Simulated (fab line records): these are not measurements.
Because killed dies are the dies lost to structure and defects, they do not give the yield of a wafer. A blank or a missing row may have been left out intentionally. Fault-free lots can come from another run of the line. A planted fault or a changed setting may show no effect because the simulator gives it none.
Check for tools in common || flow nand-harc || Sampled: 10 lots, 30 wafers

== REASON IT WAS OPENED ==
On 3 of the 10 lots, a flag is raised at NHARC_A_CHANNEL_HOLE_D1_CD_MEAS_30 on the reading cd-nm. No-fault wafers: 90.2 nm, standard deviation 0.87.
Rule: a lot is flagged when every wafer of it that has a number lies more than 4 standard deviations from that mean, or none has a number. As for the other lots, they are considered sound.

{"lot": "L541", "measured": "day 9 21:10", "on": "cd-sem-02", "cd-nm (nm), wafer by wafer": "90.5 90.5 89.4", "flag": ""}
{"lot": "L540", "measured": "day 9 21:28", "on": "cd-sem-03", "cd-nm (nm), wafer by wafer": "90.6 89.9 91.0", "flag": ""}
{"lot": "L543", "measured": "day 10 12:07", "on": "cd-sem-01", "cd-nm (nm), wafer by wafer": "90.5 90.8 90.6", "flag": ""}
{"lot": "L542", "measured": "day 10 12:26", "on": "cd-sem-02", "cd-nm (nm), wafer by wafer": "90.4 90.8 90.7", "flag": ""}
{"lot": "L546", "measured": "day 11 18:07", "on": "cd-sem-02", "cd-nm (nm), wafer by wafer": "89.1 89.4 88.5", "flag": ""}
{"lot": "L547", "measured": "day 11 18:55", "on": "cd-sem-01", "cd-nm (nm), wafer by wafer": "89.0 88.9 88.5", "flag": ""}
{"lot": "L553", "measured": "day 13 09:18", "on": "cd-sem-03", "cd-nm (nm), wafer by wafer": "1.6 -0.4 0.3", "flag": "FLAGGED"}
{"lot": "L556", "measured": "day 14 03:43", "on": "cd-sem-01", "cd-nm (nm), wafer by wafer": "0.7 0.1 0.6", "flag": "FLAGGED"}
{"lot": "L557", "measured": "day 14 07:50", "on": "cd-sem-03", "cd-nm (nm), wafer by wafer": "0.5 0.3 0.2", "flag": "FLAGGED"}
{"lot": "L558", "measured": "day 14 15:35", "on": "cd-sem-03", "cd-nm (nm), wafer by wafer": "91.6 91.7 91.3", "flag": ""}
The numbers of the flagged lots are 0.4 nm on average: -89.8 nm against the usual, or -99 or more standard deviations.

== TOOL THAT RAN EACH LOT ==
3 process steps preceding the reading are held in the record, out of 1159 steps in the route. In each cell: the tool, then ch and the chambers that the sampled wafers went through, then the start.
{"lot": "L541", "flag": "", "NHARC_A_CHANNEL_HOLE_D1_ETCH_34": "rie-diel-09 ch 1,2, day 9 18:02 or earlier", "NHARC_A_CHANNEL_HOLE_D1_ETCH_24": "har-etch-01 ch 0,1, day 9 18:02", "NHARC_A_CHANNEL_HOLE_D1_STRIP_27": "rie-diel-10 ch 0,1, day 9 21:10 or earlier"}
{"lot": "L540", "flag": "", "NHARC_A_CHANNEL_HOLE_D1_ETCH_34": "rie-diel-10 ch 1,2,3, day 9 18:03 or earlier", "NHARC_A_CHANNEL_HOLE_D1_ETCH_24": "har-etch-02 ch 0,1, day 9 18:03", "NHARC_A_CHANNEL_HOLE_D1_STRIP_27": "rie-diel-09 ch 0,2,3, day 9 21:28 or earlier"}
{"lot": "L543", "flag": "", "NHARC_A_CHANNEL_HOLE_D1_ETCH_34": "rie-diel-11 ch 0,2,3, day 10 08:43 or earlier", "NHARC_A_CHANNEL_HOLE_D1_ETCH_24": "har-etch-01 ch 0,1, day 10 08:43", "NHARC_A_CHANNEL_HOLE_D1_STRIP_27": "rie-diel-11 ch 0,3, day 10 12:07 or earlier"}
{"lot": "L542", "flag": "", "NHARC_A_CHANNEL_HOLE_D1_ETCH_34": "rie-diel-09 ch 0,1,3, day 10 09:11 or earlier", "NHARC_A_CHANNEL_HOLE_D1_ETCH_24": "har-etch-02 ch 0,1, day 10 09:11", "NHARC_A_CHANNEL_HOLE_D1_STRIP_27": "rie-diel-09 ch 2,3, day 10 12:26 or earlier"}
{"lot": "L546", "flag": "", "NHARC_A_CHANNEL_HOLE_D1_ETCH_34": "rie-diel-11 ch 0,1, day 11 15:06 or earlier", "NHARC_A_CHANNEL_HOLE_D1_ETCH_24": "har-etch-01 ch 0,1, day 11 15:06", "NHARC_A_CHANNEL_HOLE_D1_STRIP_27": "rie-diel-11 ch 2,3, day 11 18:07 or earlier"}
{"lot": "L547", "flag": "", "NHARC_A_CHANNEL_HOLE_D1_ETCH_34": "rie-diel-10 ch 0,2,3, day 11 15:31 or earlier", "NHARC_A_CHANNEL_HOLE_D1_ETCH_24": "har-etch-02 ch 0,1, day 11 15:31", "NHARC_A_CHANNEL_HOLE_D1_STRIP_27": "rie-diel-10 ch 1,2,3, day 11 18:55 or earlier"}
{"lot": "L553", "flag": "FLAGGED", "NHARC_A_CHANNEL_HOLE_D1_ETCH_34": "rie-diel-10 ch 1,2, day 13 05:16 or earlier", "NHARC_A_CHANNEL_HOLE_D1_ETCH_24": "har-etch-02 ch 0,1, day 13 05:16", "NHARC_A_CHANNEL_HOLE_D1_STRIP_27": "rie-diel-09 ch 0,3, day 13 09:18 or earlier"}
{"lot": "L556", "flag": "FLAGGED", "NHARC_A_CHANNEL_HOLE_D1_ETCH_34": "rie-diel-10 ch 1,2,3, day 14 00:19 or earlier", "NHARC_A_CHANNEL_HOLE_D1_ETCH_24": "har-etch-02 ch 0,1, day 14 00:19", "NHARC_A_CHANNEL_HOLE_D1_STRIP_27": "rie-diel-09 ch 1,2,3, day 14 03:43 or earlier"}
{"lot": "L557", "flag": "FLAGGED", "NHARC_A_CHANNEL_HOLE_D1_ETCH_34": "rie-diel-11 ch 0,1,2, day 14 04:28 or earlier", "NHARC_A_CHANNEL_HOLE_D1_ETCH_24": "har-etch-02 ch 0,1, day 14 04:28", "NHARC_A_CHANNEL_HOLE_D1_STRIP_27": "rie-diel-10 ch 1,2,3, day 14 07:50 or earlier"}
{"lot": "L558", "flag": "", "NHARC_A_CHANNEL_HOLE_D1_ETCH_34": "rie-diel-10 ch 0,1,2, day 14 12:08 or earlier", "NHARC_A_CHANNEL_HOLE_D1_ETCH_24": "har-etch-01 ch 0,1, day 14 12:08", "NHARC_A_CHANNEL_HOLE_D1_STRIP_27": "rie-diel-11 ch 1,2, day 14 15:35 or earlier"}
What these steps do:
- NHARC_A_CHANNEL_HOLE_D1_ETCH_34: etches the open film in CF4/CHF3, target depth 154 nm, time 77 s.
- NHARC_A_CHANNEL_HOLE_D1_ETCH_24: etches the open film in C4F8/O2/Ar, time 906.2 s, target depth 1500 nm.
- NHARC_A_CHANNEL_HOLE_D1_STRIP_27: strips in O2.
- NHARC_A_CHANNEL_HOLE_D1_CD_MEAS_30

== FLAGGED AGAINST TOTAL, ONE TOOL AT A TIME (gauges that did the reading follow at the end) ==
{"step": "NHARC_A_CHANNEL_HOLE_D1_ETCH_34", "tool": "rie-diel-09", "lots run": 2, "flagged": 0, "share of the flagged lots": "none", "sound lots run after its first flagged lot": "-"}
{"step": "NHARC_A_CHANNEL_HOLE_D1_ETCH_34", "tool": "rie-diel-10", "lots run": 5, "flagged": 2, "share of the flagged lots": "some", "sound lots run after its first flagged lot": "1 (L558)"}
{"step": "NHARC_A_CHANNEL_HOLE_D1_ETCH_34", "tool": "rie-diel-11", "lots run": 3, "flagged": 1, "share of the flagged lots": "some", "sound lots run after its first flagged lot": 0}
{"step": "NHARC_A_CHANNEL_HOLE_D1_ETCH_24", "tool": "har-etch-01", "lots run": 4, "flagged": 0, "share of the flagged lots": "none", "sound lots run after its first flagged lot": "-"}
{"step": "NHARC_A_CHANNEL_HOLE_D1_ETCH_24", "tool": "har-etch-02", "lots run": 6, "flagged": 3, "share of the flagged lots": "all", "sound lots run after its first flagged lot": 0}
{"step": "NHARC_A_CHANNEL_HOLE_D1_STRIP_27", "tool": "rie-diel-09", "lots run": 4, "flagged": 2, "share of the flagged lots": "some", "sound lots run after its first flagged lot": 0}
{"step": "NHARC_A_CHANNEL_HOLE_D1_STRIP_27", "tool": "rie-diel-10", "lots run": 3, "flagged": 1, "share of the flagged lots": "some", "sound lots run after its first flagged lot": 0}
{"step": "NHARC_A_CHANNEL_HOLE_D1_STRIP_27", "tool": "rie-diel-11", "lots run": 3, "flagged": 0, "share of the flagged lots": "none", "sound lots run after its first flagged lot": "-"}
{"step": "NHARC_A_CHANNEL_HOLE_D1_CD_MEAS_30", "tool": "cd-sem-01", "lots run": 3, "flagged": 1, "share of the flagged lots": "some", "sound lots run after its first flagged lot": 0}
{"step": "NHARC_A_CHANNEL_HOLE_D1_CD_MEAS_30", "tool": "cd-sem-02", "lots run": 3, "flagged": 0, "share of the flagged lots": "none", "sound lots run after its first flagged lot": "-"}
{"step": "NHARC_A_CHANNEL_HOLE_D1_CD_MEAS_30", "tool": "cd-sem-03", "lots run": 4, "flagged": 2, "share of the flagged lots": "some", "sound lots run after its first flagged lot": "1 (L558)"}
Because NHARC_A_CHANNEL_HOLE_D1_ETCH_34 lacks a start for some lots, the hours and order of its lots are taken from NHARC_A_CHANNEL_HOLE_D1_ETCH_24. Because NHARC_A_CHANNEL_HOLE_D1_STRIP_27 lacks a start for some lots, the hours and order of its lots are taken from NHARC_A_CHANNEL_HOLE_D1_CD_MEAS_30.

== WHAT IS ALLOWED BY THE TABLE ==
In the table, 1 row covers all flagged lots: har-etch-02 at NHARC_A_CHANNEL_HOLE_D1_ETCH_24.
- har-etch-02 at NHARC_A_CHANNEL_HOLE_D1_ETCH_24 ran 6 lots, 3 of them flagged. Its last sound lot is L547 (day 11 15:31), its first flagged lot L553 (day 13 05:16): a fault that began between those two fits. On the flagged lots its readings are blank where sound lots have values: c4f8-flow-sccm, chamber-pressure-mTorr, drypump-motor-current-A, mfc-ar-sccm and 2 more.
One tool is left: har-etch-02 at NHARC_A_CHANNEL_HOLE_D1_ETCH_24.

== WHAT THE SIMULATOR PUT IN ==
Skipped step whole: har-etch-02, from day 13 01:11 on, at NHARC_A_CHANNEL_HOLE_D1_ETCH_24. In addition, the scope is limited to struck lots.
Lots struck among those shown: L553, L556, L557. This agrees with what the rule above found.
